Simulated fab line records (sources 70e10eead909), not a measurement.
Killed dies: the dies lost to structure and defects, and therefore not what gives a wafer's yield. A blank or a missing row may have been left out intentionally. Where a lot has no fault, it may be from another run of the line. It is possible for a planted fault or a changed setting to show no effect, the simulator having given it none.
fab line records	flow nand_harc
[record] lots = 13	wafers = 39	last_day = 24
route steps=1159 shown A_WL_FILL@813 THIN_TSV@1118 END@1159
lots untouched by any fault: they come from a run of this same line in which no faults occurred
start_h: hours from the record's opening day to when the first of the lot's shown wafers began	wait_h: hours elapsed since this lot's preceding step	" the same as in the row above	L1.1+2: a row that stands for several wafers	- no value present, or no start provided	* or withheld: withheld	< > ~ a bound
route shown NAME@n: names a module that has steps shown in the file, with the first one's number in the route	usual: mean/standard deviation of fault-free wafers	same: alike in all rows	chamber/n: place in a boat	sites: the reading at each site	_std_site: standard deviation across them	_edge_site: the outer-site mean with the inner-site mean subtracted	radius_mm: for every site, how far away it sits from the centre of the wafer	mask NAME#n: copy n	behind: the most recent tool/chamber to have shaped the wafer	hold: the reason the lot was held/the length of the hold in hours/how it ended	device: the n, p or np transistor that did not switch	end of line: tests run on the same wafers once the route is complete	a step without rows: its recipe alone	killed: dies that structure and defects cost at the first sort, which is not the same as the wafer's yield	map: shows each die of a wafer: x if killed, . if not, _ if none is there
set.NAME: the run value of the setting; set.NAME@STEP: its run value at that earlier step	model.NAME: the simulator's own value behind a step, which no gauge read
route steps across a sampled set of lots; one table per step, one row per wafer
services: the hour from which a tool's chamber was out of use, counted from the record's first day as start_h (under 0 if before that day), plus the number of hours and why
[[steps]]
[step NHARC_A_WL_FILL_CVD_03]
[recipe] target_thk_a = 400	temp_c = 300	pressure_torr = 40	wf6_flow_sccm = 40	h2_flow_sccm = 1600	ar_flow_sccm = 1560	time_s = 3302	material = W
[usual] heater_power_w = 457/14	mfc_ar_sccm = 1559/4.6	throttle_valve_pct = 7.90/0.27
lot.wafer	tool	chamber	start_h	wait_h	heater_power_w	mfc_ar_sccm	throttle_valve_pct
L424.1	cvd_w-01	0	331.78	0.5	464	1557	8.11
L424.4	"	1	"	"	467	1561	7.81
L424.6	"	0	333.68	2.4	450	1559	8.20
L425.4	cvd_w-01	0	354.14	4.2	445	1560	7.92
L425.6	"	1	"	"	457	1556	8.04
L425.5	"	0	"	"	471	1566	8.08
L429.2	cvd_w-01	0	365.80	9.3	456	1557	8.17
L429.4	"	1	"	"	467	1559	7.89
L429.6	"	0	367.68	11.2	462	1562	8.24
L430.1	cvd_w-01	1	368.15	7.5	462	1557	7.80
L430.5	"	1	370.05	9.4	465	1568	7.75
L430.6	"	0	"	"	474	1563	8.26
L433.3	cvd_w-01	0	383.08	1.5	466	1565	8.28
L433.4	"	1	"	"	467	1565	8.26
L433.5	"	0	"	"	464	1564	8.02
L434.2	cvd_w-01	0	402.33	3.6	468	1559	8.22
L434.4	"	1	"	"	461	1558	7.87
L434.5	"	0	404.24	5.5	470	1557	8.39
L437.2	cvd_w-02	1	417.86	0.3	457	1568	8.06
L437.3	"	1	"	"	443	1564	8.04
L437.6	"	1	"	"	438	1564	7.72
L440.1	cvd_w-02	0	420.68	1.8	458	1559	7.55
L440.4	"	1	422.11	3.2	442	1565	7.77
L440.6	"	0	"	"	470	1562	7.76
L439.2	cvd_w-01	1	421.47	2.4	473	1548	7.91
L439.4	"	0	"	"	468	1562	7.99
L439.5	"	0	"	"	473	1561	8.01
L443.2	cvd_w-02	0	437.03	2.9	448	1552	7.76
L443.3	"	1	438.45	4.3	434	1551	8.07
L443.6	"	0	"	"	470	1553	7.48
L442.1	cvd_w-02	0	440.34	6.1	461	1563	7.70
L442.4	"	0	"	"	466	1559	7.65
L442.6	"	1	"	"	446	1552	8.04
L447.1	cvd_w-02	1	456.08	0.1	452	1563	7.82
L447.4	"	1	"	"	440	1557	8.11
L447.6	"	0	458.43	2.4	466	1559	7.31
L444.3	cvd_w-02	1	464.62	3.8	451	1555	7.80
L444.5	"	0	"	"	457	1555	7.18
L444.6	"	1	"	"	445	1556	7.86
[step NHARC_THIN_TSV_DESCUM_14]
[recipe] time_s = 3	o2_flow_sccm = 200	ar_flow_sccm = 0	bias_power_w = 0	chemistry = O2
[usual] chamber_pressure_mTorr = 60.00/0.059	drypump_motor_current_A = 5.6/0.54	mfc_ar_sccm = 0.009/0.011	oes_product_au = 1.001/0.0075	rf_vpp_V = 58.0/0.88	showerhead_plenum_p_Torr = 1.92/0.072	throttle_valve_pct = 11.312/0.0089
[same] time_s = 3
lot.wafer	tool	chamber	start_h	wait_h	chamber_pressure_mTorr	drypump_motor_current_A	mfc_ar_sccm	oes_product_au	rf_hours_counter_h	rf_vpp_V	showerhead_plenum_p_Torr	throttle_valve_pct
L424.1	rie_diel-10	0	425.32	-	59.95	5.3	0.003	0.992	5	58.7	1.92	11.308
L424.6	"	2	"	"	59.99	5.2	0.025	0.993	-	57.4	1.99	11.296
L424.4	"	0	"	"	60.04	5.3	0.003	0.999	-	56.2	1.92	11.320
L425.4	rie_diel-11	1	439.48	-	60.07	5.9	0	1.005	8	58.2	2.00	11.301
L425.6	"	0	"	"	59.92	6.6	0	1.009	-	57.4	1.94	11.297
L425.5	"	1	"	"	59.94	5.9	0	1.009	-	58.8	2.00	11.317
L429.2	rie_diel-10	1	463.82	-	59.94	5.7	0.002	1.004	6	58.2	1.93	11.305
L429.4	"	2	"	"	60.10	5.2	0.025	0.995	8	58.3	1.98	11.317
L429.6	"	1	"	"	60.05	5.7	0.002	1.000	-	59.4	1.93	11.316
L430.1	rie_diel-11	0	464.91	-	59.99	6.7	0	1.018	10	57.1	1.94	11.299
L430.6	"	3	"	"	59.98	6.3	0.018	1.019	-	58.8	1.91	11.296
L430.5	"	0	"	"	60.04	6.7	0	1.015	-	57.2	1.94	11.317
L433.4	rie_diel-10	3	476.70	-	59.98	5.7	0	1.006	8	56.1	2.01	11.297
L433.3	"	2	"	"	60.08	5.2	0.025	0.994	9	58.9	1.98	11.309
L433.5	"	3	"	"	59.97	5.6	0	1.007	-	58.8	2.01	11.311
L434.2	rie_diel-05	2	490.93	-	59.96	6.6	0.007	0.990	8	57.6	2.00	11.323
L434.4	"	1	"	"	59.97	5.1	0.028	0.991	9	56.6	1.80	11.314
L434.5	"	2	"	"	59.87	6.6	0.007	0.988	-	59.0	2.00	11.311
L437.2	rie_diel-10	0	503.44	-	59.95	5.3	0.003	0.996	11	56.8	1.92	11.308
L437.3	"	3	"	"	59.89	5.6	0	1.006	10	58.0	2.01	11.297
L437.6	"	0	"	"	59.99	5.3	0.003	0.991	-	57.6	1.92	11.298
L440.1	rie_diel-05	0	508.95	-	60.06	4.9	0	0.993	10	57.2	1.82	11.302
L440.4	"	3	"	"	60.01	6.1	0.019	1.002	11	57.4	1.92	11.311
L440.6	"	0	"	"	60.10	4.9	0	0.992	-	57.4	1.82	11.311
L439.2	rie_diel-10	1	510.11	-	59.98	5.7	0.002	0.995	9	57.6	1.93	11.320
L439.4	"	2	"	"	60.02	5.2	0.025	1.003	12	57.9	1.98	11.321
L439.5	"	3	"	"	59.97	5.7	0	0.999	-	57.9	2.01	11.301
L442.4	rie_diel-11	2	527.22	-	59.96	5.2	0	0.996	17	58.7	1.84	11.309
L442.1	"	0	"	"	59.85	6.6	0	1.011	16	59.1	1.94	11.296
L442.6	"	2	"	"	60.05	5.2	0	1.002	-	59.4	1.84	11.315
L443.2	rie_diel-11	1	534.52	-	60.09	5.9	0	1.004	18	57.3	2.00	11.310
L443.3	"	3	"	"	59.99	6.3	0.018	1.009	18	57.1	1.90	11.323
L443.6	"	1	"	"	59.89	5.9	0	1.008	-	59.3	2.00	11.315
L447.1	rie_diel-05	2	543.88	-	59.98	6.5	0.007	0.995	1	59.5	2.00	11.318
L447.4	"	0	"	"	60.04	4.9	0	1.007	1	59.7	1.82	11.312
L447.6	"	1	"	"	59.93	5.1	0.028	1.005	-	57.9	1.80	11.309
L444.3	rie_diel-05	3	552.21	-	59.98	6.1	0.019	1.012	1	57.9	1.92	11.317
L444.6	"	1	"	"	59.97	5.1	0.028	0.991	-	57.5	1.80	11.313
L444.5	"	2	"	"	59.96	6.6	0.007	0.995	-	59.2	2.00	11.313
[step NHARC_THIN_TSV_ETCH_59]
[recipe] target_depth_a = 8800	icp_w = 900	bias_w = 100	Cl2_flow_sccm = 60	bcl3_flow_sccm = 30	time_s = 138.1	chemistry = Cl2/BCl3
[usual] chamber_pressure_mTorr = 10.000/0.0092	drypump_motor_current_A = 6.2/0.34	oes_product_au = 0.998/0.0077	throttle_valve_pct = 22.264/0.0084
[same] time_s = 138.1
lot.wafer	tool	chamber	start_h	wait_h	chamber_pressure_mTorr	drypump_motor_current_A	oes_product_au	rf_hours_counter_h	throttle_valve_pct
L424.1	rie_metal-02	1	431.83	0.1	10.006	6.4	0.984	1.2	22.262
L424.4	"	0	"	"	9.988	6.7	0.998	-	22.254
L424.6	"	0	"	"	9.989	6.8	1.003	-	22.264
L425.4	rie_metal-02	0	449.19	0.2	10.001	6.7	1.003	-	22.251
L425.6	"	0	"	"	9.991	6.7	0.997	-	22.278
L425.5	"	1	"	"	9.994	6.4	1.001	-	22.276
L429.2	rie_metal-02	0	469.86	0.1	9.995	6.7	1.011	2.4	22.269
L429.4	"	1	"	"	10.012	6.5	1.000	-	22.261
L429.6	"	1	"	"	9.999	6.5	0.995	-	22.250
L430.1	rie_metal-01	0	471.07	0.1	9.999	5.7	1.002	3.3	22.263
L430.5	"	1	"	"	10.002	6.0	0.990	-	22.263
L430.6	"	0	"	"	9.996	5.7	1.003	-	22.266
L433.4	rie_metal-02	0	482.88	0.2	9.997	6.7	1.000	-	22.270
L433.3	"	1	"	"	10.010	6.4	0.999	-	22.275
L433.5	"	0	"	"	10.008	6.7	1.007	-	22.248
L434.2	rie_metal-02	1	497.11	0.1	10.007	6.4	1.003	3.3	22.263
L434.4	"	1	"	"	9.988	6.5	0.997	-	22.263
L434.5	"	0	"	"	10.004	6.7	1.004	-	22.261
L437.2	rie_metal-02	1	509.77	0.1	10.008	6.5	0.997	3.8	22.258
L437.3	"	1	"	"	9.984	6.4	1.001	-	22.270
L437.6	"	1	"	"	9.995	6.5	0.997	-	22.265
L440.1	rie_metal-03	0	515.08	0.1	9.994	6.0	1.002	1.8	22.267
L440.4	"	0	"	"	10.003	6.0	0.990	-	22.277
L440.6	"	0	"	"	9.988	6.0	1.001	-	22.256
L439.2	rie_metal-03	1	516.12	0.1	9.986	6.1	0.998	2.0	22.278
L439.4	"	0	"	"	9.988	6.0	1.001	-	22.257
L439.5	"	1	"	"	10.001	6.1	1.000	-	22.265
L442.1	rie_metal-02	1	533.39	0.1	10.006	6.4	0.998	4.8	22.271
L442.4	"	1	"	"	10.008	6.4	0.998	-	22.266
L442.6	"	1	"	"	9.987	6.5	0.996	-	22.283
L443.2	rie_metal-01	1	540.70	0.1	10.005	6.0	0.991	0.4	22.257
L443.3	"	1	"	"	9.996	6.0	0.987	-	22.257
L443.6	"	1	"	"	9.997	6.0	0.994	-	22.264
L447.1	rie_metal-01	0	550.84	0.1	9.990	5.7	0.979	0.7	22.262
L447.4	"	1	"	"	9.998	6.0	0.997	-	22.254
L447.6	"	0	"	"	10.000	5.7	0.988	-	22.257
L444.3	rie_metal-03	0	558.41	0.2	9.997	6.0	1.006	-	22.260
L444.5	"	1	"	"	9.985	6.1	1.003	-	22.260
L444.6	"	0	"	"	9.997	6.0	0.994	-	22.256
[step NHARC_END_SORT_01]
[recipe] temp_c = 25
[usual] killed_at_array = 26/9.9	killed_at_other = 0.8/1	killed_at_periphery = 2.8/2.2	killed_dies = 29/9.9	killed_open = 3.2/1.8	killed_short = 2.1/1.4
[same] gross_dies = 677
lot.wafer	tool	chamber	start_h	wait_h	killed_at_array	killed_at_other	killed_at_periphery	killed_dies	killed_open	killed_short
L429.2	prober-02	0	489.50	2.8	16	0	4	20	5	0
L429.4	prober-02	0	491.10	3.4	12	0	1	13	4	1
L429.6	prober-02	0	492.71	4.0	15	1	3	19	6	4
L439.2	prober-02	0	526.03	2.8	258	1	7	266	2	2
L439.4	prober-02	0	527.61	3.4	348	0	7	355	6	0
L439.5	prober-02	0	528.40	3.7	344	0	2	346	3	2
// killed by level:class
L429.2 P_ZERO_WELL:chamber_film_flake=4 A_CHANNEL_HOLE_D1:chamber_film_flake=4 A_M1:chamber_film_flake=3 A_CONTACT:geometric_particle:open=2 A_STAIRCASE:chamber_film_flake=2 A_CHANNEL_FILL_D1:geometric_particle:open=1 A_WL_FILL:geometric_particle:open=1 A_M0:geometric_particle:open=1
L429.4 A_CHANNEL_HOLE_D1:chamber_film_flake=3 A_STAIRCASE:chamber_film_flake=2 A_CHANNEL_HOLE_D1:geometric_particle:open=1 A_CHANNEL_FILL_D1:geometric_particle:short=1 A_CONTACT:geometric_particle:open=1 A_BLC:geometric_particle:open=1 A_M1:geometric_particle:open=1 P_ZERO_WELL:chamber_film_flake=1
L429.6 A_STAIRCASE:chamber_film_flake=5 A_WL_FILL:geometric_particle:short=2 A_CONTACT:geometric_particle:open=2 P_CONTACT:geometric_particle:open=1 P_M0:geometric_particle:open=1 A_CHANNEL_FILL_D1:geometric_particle:short=1 A_SGD_CUT:geometric_particle:open=1 A_CONTACT:geometric_particle:short=1
L439.2 A_WL_FILL:area_cvd=232 A_SLIT:chamber_film_flake=17 P_CONTACT:chamber_film_flake=5 A_WL_FILL:chamber_film_flake=4 A_CONTACT:chamber_film_flake=2 P_GATE:geometric_particle:open=1 A_ONON_D1:geometric_particle:open=1 A_CHANNEL_HOLE_D1:geometric_particle:short=1
L439.4 A_WL_FILL:area_cvd=314 A_SLIT:chamber_film_flake=13 A_CHANNEL_HOLE_D1:chamber_film_flake=7 A_CONTACT:chamber_film_flake=5 P_CONTACT:chamber_film_flake=3 A_STAIRCASE:chamber_film_flake=3 P_GATE:geometric_particle:open=2 A_CONTACT:geometric_particle:open=2
L439.5 A_WL_FILL:area_cvd=319 A_SLIT:chamber_film_flake=12 A_CONTACT:chamber_film_flake=4 A_CHANNEL_HOLE_D1:chamber_film_flake=3 A_STAIRCASE:chamber_film_flake=3 P_M1:geometric_particle:open=1 P_M1:geometric_particle:short=1 A_STAIRCASE:geometric_particle:open=1
[[services]]
tool	chamber	start_h	hours	kind
rie_diel-05	3	308.78	5.7	repair
rie_diel-10	0	317.27	9.8	repair
rie_diel-05	-	340.66	9.0	pm
rie_diel-05	0	349.77	8.0	repair
rie_diel-10	-	353.71	9.0	pm
cvd_w-02	-	357.08	7.8	repair
rie_diel-11	-	366.50	9.0	pm
cvd_w-02	-	378.09	13.0	pm
cvd_w-01	-	380.59	1.5	repair
rie_diel-05	2	382.90	21.9	repair
rie_metal-02	-	388.00	9.0	pm
rie_diel-10	1	418.73	20.9	repair
rie_diel-11	1	422.22	2.5	repair
rie_diel-10	3	430.92	3.0	repair
rie_diel-05	3	455.23	4.1	repair
rie_metal-02	1	457.55	1.7	repair
rie_metal-02	0	470.58	2.4	repair
cvd_w-01	-	474.74	13.0	pm
rie_metal-02	-	484.73	0.3	repair
rie_diel-10	-	530.71	9.0	pm
cvd_w-01	1	540.94	10.8	repair
rie_diel-10	-	541.44	1.1	repair
cvd_w-02	0	543.35	1.7	repair
rie_metal-02	-	553.22	0.7	repair
[[key]]
[first_sign] step = NHARC_END_SORT_01	reading = killed_dies	direction = up	sigmas = 30	usual = 29	struck = 322
[effect] step = NHARC_END_SORT_01	reading = killed_at_array	direction = up	sigmas = 29	usual = 26	struck = 317
[more_kills_born_at] NHARC_A_WL_FILL_CVD_03@cvd_w-01 = 865
met_at NHARC_A_WL_FILL_CVD_03
struck_lots L439
tester_left_out L439
not_acting_at NHARC_THIN_TSV_DESCUM_14,NHARC_THIN_TSV_ETCH_59
onset_between 402.33 421.47
[fault] kind = process_parameter_drift	tool = cvd_w-01	chamber = -	onset_h = 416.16	steps = NHARC_A_WL_FILL_CVD_03	channel = target_thk_a	offset = *	shape = step	acts_in = *	stated = *
// tester_left_out: of these lots the tester's yield and bins aren't shown, on N5 and GAA mostly nor the transistor test; their killed dies are dies lost to structure and defects alone, not to doping, threshold or leakage, so they don't give the yield
